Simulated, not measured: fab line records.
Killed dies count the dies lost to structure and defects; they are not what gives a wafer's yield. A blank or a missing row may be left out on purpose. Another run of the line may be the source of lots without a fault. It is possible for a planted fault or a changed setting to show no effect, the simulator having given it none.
One fault through the eyes of 2 desks | flow n5Finfet | each desk has only its own numbers; what lay behind them comes last

== FOR THE TOOL OWNER'S DESK: cvdCo-02 ==
The tool's own readings at N5_BEOL_M1_CO_CAP_55 (material Co, precursor CCTBA/H2, target thk 2 nm, time 102.1 s): means of the sampled wafers that have a number, for each lot that ran on this tool. Any lot whose mean is over 4 standard deviations away from the usual mean is out of limits and marked OUT; that distance is given in the brackets.
Columns: A = heaterPowerW at N5_BEOL_M1_CO_CAP_55, usual 229 W; B = runLengthS at N5_BEOL_M1_CO_CAP_55, usual 125.2 s
lot  | first seen here | A   | B
L989 | day 7 10:16     | 223 | 124.5
L104 | day 11 22:00    | 233 | 109.1 (-29) OUT
This desk finds L104 out of limits, L104 being first, at day 11 22:00 (runLengthS at N5_BEOL_M1_CO_CAP_55). In limits: L989.

== FROM THE METROLOGY DESK ==
Means of the sampled wafers that have a number, per lot and without regard to the tool the lot ran on: this is what the gauges read. Any lot whose mean is over 4 standard deviations away from the usual mean is out of limits and marked OUT; that distance is given in the brackets. Of its 11 readings 7 are shown: those that lie furthest out on some lot.
Columns: A = DIBL_N at N5_BEOL_M4_RC_MEAS_101, usual 35.3 mV/V; B = DIBL_P at N5_BEOL_M4_RC_MEAS_101, usual 35 mV/V; C = IOFF_P at N5_BEOL_M4_RC_MEAS_101, usual 0.20 nA/um; D = ION_P at N5_BEOL_M4_RC_MEAS_101, usual 462 uA/um; E = SS_N at N5_BEOL_M4_RC_MEAS_101, usual 71.2 mV/dec; F = SS_P at N5_BEOL_M4_RC_MEAS_101, usual 73.0 mV/dec; G = VT_P at N5_BEOL_M4_RC_MEAS_101, usual -251 mV
lot  | first seen here | A    | B  | C    | D   | E    | F    | G
L986 | day 7 02:21     | 37.8 | 40 | 0.22 | 459 | 72.3 | 73.6 | -252
L989 | day 7 10:11     | 33.8 | 33 | 0.18 | 460 | 70.5 | 72.2 | -248
L105 | day 11 20:17    | 33.9 | 33 | 0.14 | 451 | 70.2 | 72.0 | -255
L104 | day 11 21:56    | 33.9 | 33 | 0.17 | 457 | 70.4 | 73.2 | -251
L108 | day 12 08:41    | 35.1 | 33 | 0.16 | 452 | 71.7 | 73.4 | -259
Finding of this desk: none of the 5 lots has anything out of limits.

== BROUGHT TOGETHER ==
At day 11 22:00, on L104, the tool owner's desk was in a position to raise an alarm.
Nothing out of limits was seen by the metrology desk.
The metrology desk has L104 on record, within its limits.
Every lot named ran N5_BEOL_M1_CO_CAP_55 on cvdCo-02.

== WHAT WAS PUT IN BY THE SIMULATOR ==
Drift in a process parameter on cvdCo-02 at N5_BEOL_M1_CO_CAP_55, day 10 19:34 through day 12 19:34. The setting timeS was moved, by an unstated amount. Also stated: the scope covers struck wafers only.
Shown lots that were struck: L104.
Each desk's first reading out of limits, in hours after the fault started: the tool owner's desk, 26.
